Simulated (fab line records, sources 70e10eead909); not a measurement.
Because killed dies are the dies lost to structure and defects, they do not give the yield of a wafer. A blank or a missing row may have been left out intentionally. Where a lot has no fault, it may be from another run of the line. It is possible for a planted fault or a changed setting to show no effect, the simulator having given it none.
Which tool is to blame? | flow nand harc | 42 wafers from 14 lots sampled at 5 of the route's 1159 steps

== WHAT THE GAUGES READ, wafer by wafer ==
NHARC_END_SORT_01.
lot  | measured     | on        | killed at array | killed at other | killed at periphery | killed dies | killed open | killed short
L192 | day 21 08:33 | prober-01 | 25 24 26        | 2 4 0           | 2 7 8               | 29 35 34    | 1 3 3       | 0 0 2
L201 | day 24 06:12 | prober-01 | 78 73 67        | 0 1 1           | 6 5 3               | 84 79 71    | 2 2 2       | 2 2 0
L203 | day 24 15:28 | prober-01 | 31 28 30        | 0 1 1           | 0 2 8               | 31 31 39    | 3 1 5       | 0 1 4
L204 | day 24 19:13 | prober-02 | 99 106 88       | 5 1 5           | 0 1 0               | 104 108 93  | 2 1 2       | 2 1 1

== EACH LOT AND THE TOOL THAT RAN IT (in order: tool; ch and the chambers of the sampled wafers; start) ==
lot  | NHARC_A_ONON_D1_DEP_16           | NHARC_THIN_TSV_DEGAS_49      | NHARC_THIN_TSV_PRE_CLEAN_50             | NHARC_THIN_TSV_PVD_51
L184 | pecvd onon-02 ch 0, day 8 04:51  | pvd sputter-03, day 19 09:53 | pvd sputter-03, no start                | pvd sputter-03, no start
L182 | pecvd onon-01 ch 0, day 8 04:51  | pvd sputter-01, day 19 19:19 | pvd sputter-01, no start                | pvd sputter-01, no start
L183 | pecvd onon-03 ch 0, day 8 12:52  | pvd sputter-01, day 19 11:17 | pvd sputter-01, no start                | pvd sputter-01, no start
L186 | pecvd onon-01 ch 0, day 8 13:11  | pvd sputter-02, day 19 03:36 | pvd sputter-02, no start                | pvd sputter-02, no start
L187 | pecvd onon-02 ch 0, day 8 21:05  | pvd sputter-01, day 19 08:46 | pvd sputter-01, no start                | pvd sputter-01, no start
L185 | pecvd onon-03 ch 0, day 8 21:09  | pvd sputter-01, day 19 20:30 | pvd sputter-01, no start                | pvd sputter-01, no start
L189 | pecvd onon-02 ch 0, day 9 21:30  | pvd sputter-02, day 21 00:36 | pvd sputter-02, no start                | pvd sputter-02, no start
L190 | pecvd onon-03 ch 0, day 10 01:23 | pvd sputter-03, day 20 18:20 | pvd sputter-03, no start                | pvd sputter-03, no start
L191 | pecvd onon-02 ch 0, day 10 01:23 | pvd sputter-02, day 20 12:46 | pvd sputter-02, no start                | pvd sputter-02, no start
L192 | pecvd onon-03 ch 0, day 10 06:24 | pvd sputter-01, day 20 19:37 | pvd sputter-01, day 21 08:33 or earlier | pvd sputter-01, day 21 08:33 or earlier
L193 | pecvd onon-03 ch 0, day 11 02:33 | pvd sputter-03, day 21 12:49 | pvd sputter-03, no start                | pvd sputter-03, no start
L201 | pecvd onon-01 ch 0, day 12 20:26 | pvd sputter-03, day 23 15:29 | pvd sputter-03, day 24 06:12 or earlier | pvd sputter-03, day 24 06:12 or earlier
L203 | pecvd onon-03 ch 0, day 13 04:29 | pvd sputter-03, day 24 04:34 | pvd sputter-03, day 24 15:28 or earlier | pvd sputter-03, day 24 15:28 or earlier
L204 | pecvd onon-01 ch 0, day 13 08:34 | pvd sputter-02, day 24 03:21 | pvd sputter-02, day 24 19:13 or earlier | pvd sputter-02, day 24 19:13 or earlier
- NHARC_A_ONON_D1_DEP_16: target thk 1000 nm.
- NHARC_THIN_TSV_DEGAS_49: time 120 s.
- NHARC_THIN_TSV_PRE_CLEAN_50: time 30 s.
- NHARC_THIN_TSV_PVD_51: deposits Cu, target thk 100 nm.

== AS READ BY THE TOOLS THEMSELVES (means over the sampled wafers that have a number; for cases with no such wafer, the mark the record gives instead) ==
NHARC_THIN_TSV_DEGAS_49.
lot  | tool           | heater power w (W)
L184 | pvd sputter-03 | 404
L182 | pvd sputter-01 | 416
L183 | pvd sputter-01 | 415
L186 | pvd sputter-02 | 437
L187 | pvd sputter-01 | 411
L185 | pvd sputter-01 | 406
L189 | pvd sputter-02 | 437
L190 | pvd sputter-03 | 416
L191 | pvd sputter-02 | 452
L192 | pvd sputter-01 | 416
L193 | pvd sputter-03 | 424
L201 | pvd sputter-03 | 432
L203 | pvd sputter-03 | 414
L204 | pvd sputter-02 | 453

NHARC_THIN_TSV_PRE_CLEAN_50.
lot  | tool           | heater power w (W)
L184 | pvd sputter-03 | 378
L182 | pvd sputter-01 | 365
L183 | pvd sputter-01 | 357
L186 | pvd sputter-02 | 422
L187 | pvd sputter-01 | 362
L185 | pvd sputter-01 | 361
L189 | pvd sputter-02 | 391
L190 | pvd sputter-03 | 389
L191 | pvd sputter-02 | 384
L192 | pvd sputter-01 | 367
L193 | pvd sputter-03 | 385
L201 | pvd sputter-03 | 357
L203 | pvd sputter-03 | 384
L204 | pvd sputter-02 | 396

NHARC_THIN_TSV_PVD_51.
lot  | tool           | throttle valve pct (%)
L184 | pvd sputter-03 | 30.6
L182 | pvd sputter-01 | 30.0
L183 | pvd sputter-01 | 30.3
L186 | pvd sputter-02 | 30.1
L187 | pvd sputter-01 | 28.8
L185 | pvd sputter-01 | 30.5
L189 | pvd sputter-02 | 30.2
L190 | pvd sputter-03 | 29.9
L191 | pvd sputter-02 | 30.3
L192 | pvd sputter-01 | 29.3
L193 | pvd sputter-03 | 29.8
L201 | pvd sputter-03 | 29.8
L203 | pvd sputter-03 | 30.4
L204 | pvd sputter-02 | 30.0

== THE ANSWER, worked out from the rows above alone ==
Rule: usual is defined by the lots themselves. Put in order of their means at a reading, lots are off if they are a third of the lots or fewer, leave a main group of 4 or more, and stand apart from it by a gap of 3 or more times the standard deviation of the main group's means; of several such gaps the widest counts. Not used: any main group whose means are identical at the precision the tables above print for the reading. A lot without any number at a reading at which 4 lots or more have one is off too. Where the step has rows for the other lots, those lots are counted as sound. After the gauges, taken in route order, come the tools' own readings; for these a lot's mean is taken, as printed above. The first step at which some lot is off is used, and at that step the reading that is off furthest; a lot without a number counts as furthest.
No lot is off on any of the readings shown, so nothing can be concluded from this.

== WHAT WAS PUT IN BY THE SIMULATOR ==
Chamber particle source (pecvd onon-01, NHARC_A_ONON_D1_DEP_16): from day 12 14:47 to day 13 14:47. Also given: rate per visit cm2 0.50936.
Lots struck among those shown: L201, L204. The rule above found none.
